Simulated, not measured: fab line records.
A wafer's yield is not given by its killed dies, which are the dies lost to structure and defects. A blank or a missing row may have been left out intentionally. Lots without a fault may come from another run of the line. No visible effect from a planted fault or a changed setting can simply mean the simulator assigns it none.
What tool caused it? || flow nand-harc || 7 lots with 21 wafers sampled at 3 steps, on a route of 1302 steps

WHAT THE GAUGES READ, wafer by wafer
NHARC_A_ONON_D1_THK_MEAS_18: measures by ellipsometry.
{"lot": "L225", "measured": "day 8 18:01", "on": "film-metro-01", "thk-nm (nm)": "995 993 993"}
{"lot": "L228", "measured": "day 9 21:50", "on": "film-metro-01", "thk-nm (nm)": "1001 1002 1002"}
{"lot": "L233", "measured": "day 12 03:20", "on": "film-metro-02", "thk-nm (nm)": "641 640 638"}
{"lot": "L236", "measured": "day 13 08:22", "on": "film-metro-01", "thk-nm (nm)": "989 988 990"}
{"lot": "L242", "measured": "day 15 13:55", "on": "film-metro-02", "thk-nm (nm)": "998 998 999"}
{"lot": "L245", "measured": "day 16 19:21", "on": "film-metro-01", "thk-nm (nm)": "1017 1017 1018"}
{"lot": "L246", "measured": "day 17 10:28", "on": "film-metro-02", "thk-nm (nm)": "996 996 996"}

WHAT TOOL EACH LOT RAN ON (gives the tool, then ch and the chambers of the sampled wafers, and finally the start)
{"lot": "L225", "NHARC_P_BONDPAD_ANNEAL_28": "rtp-anneal-02 ch 0, day 7 02:49", "NHARC_A_ONON_D1_DEP_16": "pecvd-onon-03 ch 0, day 8 17:34"}
{"lot": "L228", "NHARC_P_BONDPAD_ANNEAL_28": "rtp-anneal-02 ch 0, day 8 11:43", "NHARC_A_ONON_D1_DEP_16": "pecvd-onon-03 ch 0, day 9 21:23"}
{"lot": "L233", "NHARC_P_BONDPAD_ANNEAL_28": "rtp-anneal-01 ch 0, day 10 16:56", "NHARC_A_ONON_D1_DEP_16": "pecvd-onon-03 ch 0, day 12 02:50"}
{"lot": "L236", "NHARC_P_BONDPAD_ANNEAL_28": "rtp-anneal-01 ch 0, day 11 17:50", "NHARC_A_ONON_D1_DEP_16": "pecvd-onon-04 ch 0, day 13 07:55"}
{"lot": "L242", "NHARC_P_BONDPAD_ANNEAL_28": "rtp-anneal-02 ch 0, day 14 03:12", "NHARC_A_ONON_D1_DEP_16": "pecvd-onon-03 ch 0, day 15 13:24"}
{"lot": "L245", "NHARC_P_BONDPAD_ANNEAL_28": "rtp-anneal-01 ch 0, day 15 08:51", "NHARC_A_ONON_D1_DEP_16": "pecvd-onon-03 ch 0, day 16 18:50"}
{"lot": "L246", "NHARC_P_BONDPAD_ANNEAL_28": "rtp-anneal-02 ch 0, day 15 23:30", "NHARC_A_ONON_D1_DEP_16": "pecvd-onon-03 ch 0, day 17 09:57"}
- NHARC_P_BONDPAD_ANNEAL_28: time 90 s.
- NHARC_A_ONON_D1_DEP_16: target thk 1000 nm.

THE ANSWER, worked out from the rows above alone
Rule: what is usual is taken from the lots themselves. The widest of any qualifying gaps counts: lots, ordered by their means at a reading, are off when they make up no more than a third of the lots, leave a main group of 4 or more, and stand apart from it by 3 or more times the standard deviation of that group's means. A main group whose means are all the same, to the digits that the tables above print for the reading, isn't used. A lot without any number at a reading at which 4 lots or more have one is off too. The other lots that the step has rows for count as sound.
Off, at NHARC_A_ONON_D1_THK_MEAS_18 on thk-nm: L233. The main group: mean 999 nm, standard deviation 8.9.
If a tool, at a process step before that reading, ran all the lots that are off and no sound lot after the first of them, it fits. Gauges at NHARC_A_ONON_D1_THK_MEAS_18: tried the same way as those tools. Not one of the candidates tried fits.

WHAT THE SIMULATOR HAD INSERTED
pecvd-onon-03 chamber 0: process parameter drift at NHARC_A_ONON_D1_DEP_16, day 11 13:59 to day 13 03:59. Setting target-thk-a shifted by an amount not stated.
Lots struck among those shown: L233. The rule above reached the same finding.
